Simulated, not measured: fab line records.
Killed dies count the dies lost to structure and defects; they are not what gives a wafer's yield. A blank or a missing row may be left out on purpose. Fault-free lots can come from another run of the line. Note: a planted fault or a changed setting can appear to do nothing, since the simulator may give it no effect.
Matching of chambers / flow n5 finfet / N5_BEOL_M10_DEP_56 on pecvd-03 has 3 sister chambers
The step deposits SiCN from 3MS/NH3, target thk 15 nm, time 26.5 s. 14 wafers are shown with their chamber, then 7 later ones without.

## WAFERS WITH THEIR CHAMBER
wafer=L074.1; chamber=1; throttle valve pct (%)=9.3; showerhead plenum p Torr (Torr)=3.662
wafer=L074.4; chamber=0; throttle valve pct (%)=9.1; showerhead plenum p Torr (Torr)=3.663
wafer=L074.6; chamber=1; throttle valve pct (%)=9.0; showerhead plenum p Torr (Torr)=3.674
wafer=L081.1; chamber=2; throttle valve pct (%)=8.8; showerhead plenum p Torr (Torr)=3.673
wafer=L081.2; chamber=1; throttle valve pct (%)=9.2; showerhead plenum p Torr (Torr)=3.663
wafer=L081.6; chamber=2; throttle valve pct (%)=8.3; showerhead plenum p Torr (Torr)=3.672
wafer=L082.1; chamber=0; throttle valve pct (%)=9.4; showerhead plenum p Torr (Torr)=3.662
wafer=L082.3; chamber=1; throttle valve pct (%)=9.2; showerhead plenum p Torr (Torr)=3.667
wafer=L082.4; chamber=2; throttle valve pct (%)=8.6; showerhead plenum p Torr (Torr)=3.672
wafer=L089.2; chamber=1; throttle valve pct (%)=9.1; showerhead plenum p Torr (Torr)=3.677
wafer=L089.3; chamber=0; throttle valve pct (%)=9.3; showerhead plenum p Torr (Torr)=3.656
wafer=L089.5; chamber=2; throttle valve pct (%)=8.4; showerhead plenum p Torr (Torr)=3.671
wafer=L076.3; chamber=1; throttle valve pct (%)=9.2; showerhead plenum p Torr (Torr)=3.678
wafer=L076.4; chamber=2; throttle valve pct (%)=8.6; showerhead plenum p Torr (Torr)=3.670

SIGNATURES (averages over the wafers above)
reading=throttle valve pct; chamber 0=9.267; chamber 1=9.167; chamber 2=8.540; scatter within a chamber=0.151
reading=showerhead plenum p Torr; chamber 0=3.66033; chamber 1=3.67017; chamber 2=3.67160; scatter within a chamber=0.00509
Rule: a wafer lies at a distance from a chamber equal to the root of the sum of squares, over the readings, of (its reading less the chamber's mean, divided by the reading's scatter). The wafer belongs to the nearest chamber; if the next one is less than 2 further off, it can't be placed. The scatter is the square root of a quotient: the sum, over the shown wafers, of each reading's squared deviation from its chamber's mean, divided by wafers minus chambers.

## WAFERS WITHOUT THEIR CHAMBER
wafer=L076.6; throttle valve pct (%)=9.2; showerhead plenum p Torr (Torr)=3.670
wafer=L094.1; throttle valve pct (%)=9.6; showerhead plenum p Torr (Torr)=3.662
wafer=L094.3; throttle valve pct (%)=8.4; showerhead plenum p Torr (Torr)=3.671
wafer=L094.4; throttle valve pct (%)=8.9; showerhead plenum p Torr (Torr)=3.674
wafer=L097.1; throttle valve pct (%)=9.2; showerhead plenum p Torr (Torr)=3.654
wafer=L097.5; throttle valve pct (%)=8.6; showerhead plenum p Torr (Torr)=3.665
wafer=L097.6; throttle valve pct (%)=9.4; showerhead plenum p Torr (Torr)=3.656

## CHAMBER TAKEN BY EACH
wafer=L076.6; from the rows above=can't be placed: 1 or 0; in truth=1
wafer=L094.1; from the rows above=can't be placed: 0 or 1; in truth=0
wafer=L094.3; from the rows above=2; in truth=2
wafer=L094.4; from the rows above=can't be placed: 1 or 2 or 0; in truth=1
wafer=L097.1; from the rows above=can't be placed: 0 or 1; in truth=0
wafer=L097.5; from the rows above=2; in truth=2
wafer=L097.6; from the rows above=can't be placed: 0 or 1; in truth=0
2 of 7 placed correctly. From these rows, 5 cannot be placed; in 5 the true chamber is one of the candidates. Wrongly placed: 0.
